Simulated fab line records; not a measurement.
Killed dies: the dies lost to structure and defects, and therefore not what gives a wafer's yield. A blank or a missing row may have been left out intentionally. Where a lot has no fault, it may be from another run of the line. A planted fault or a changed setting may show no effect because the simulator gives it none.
Chamber matching | flow n5 finfet | 4 sister chambers for N5_BEOL_M0_SAQP_SPACER2_ALD_26 on ald sin-02
The step deposits SiO2, target thk 15 nm, pulse time 1 s, purge time 2 s. 4 wafers are shown with their chamber, then 7 later ones without.

## WAFERS WITH THEIR CHAMBER
wafer  | chamber | heater power w (W)
L085.6 | 3       | 431
L092.1 | 2       | 529
L094.1 | 0       | 516
L094.5 | 1       | 535

## WAFERS WITHOUT THEIR CHAMBER
wafer  | heater power w (W)
L094.6 | 510
L095.2 | 514
L095.3 | 544
L095.4 | 526
L097.3 | 522
L097.5 | 514
L097.6 | 549

## WHICH CHAMBER EACH ONE RAN IN
wafer  | from the rows above          | in truth
L094.6 | can't be placed: 0 or 2      | 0
L095.2 | can't be placed: 0 or 2      | 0
L095.3 | can't be placed: 1 or 2      | 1
L095.4 | can't be placed: 2 or 1 or 0 | 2
L097.3 | can't be placed: 0 or 2 or 1 | 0
L097.5 | can't be placed: 0 or 2      | 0
L097.6 | can't be placed: 1 or 2      | 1
Correctly placed: 0 of 7. These rows do not allow placing 7 (true chamber among the candidates in 7). Wrongly placed: 0.
How it was worked out, from the rows above alone: a wafer's distance from a chamber is the root of the sum, over the readings, of the square of ((its reading less the chamber's mean) divided by the reading's scatter). If the next closest chamber is less than 2 further off than the closest, the wafer can't be placed; otherwise it belongs to the closest. The mean given for a chamber averages the wafers shown for that chamber. The scatter (one wafer shown for each chamber): square how far every hidden wafer sits from the nearest shown wafer, average those squares and take the square root.
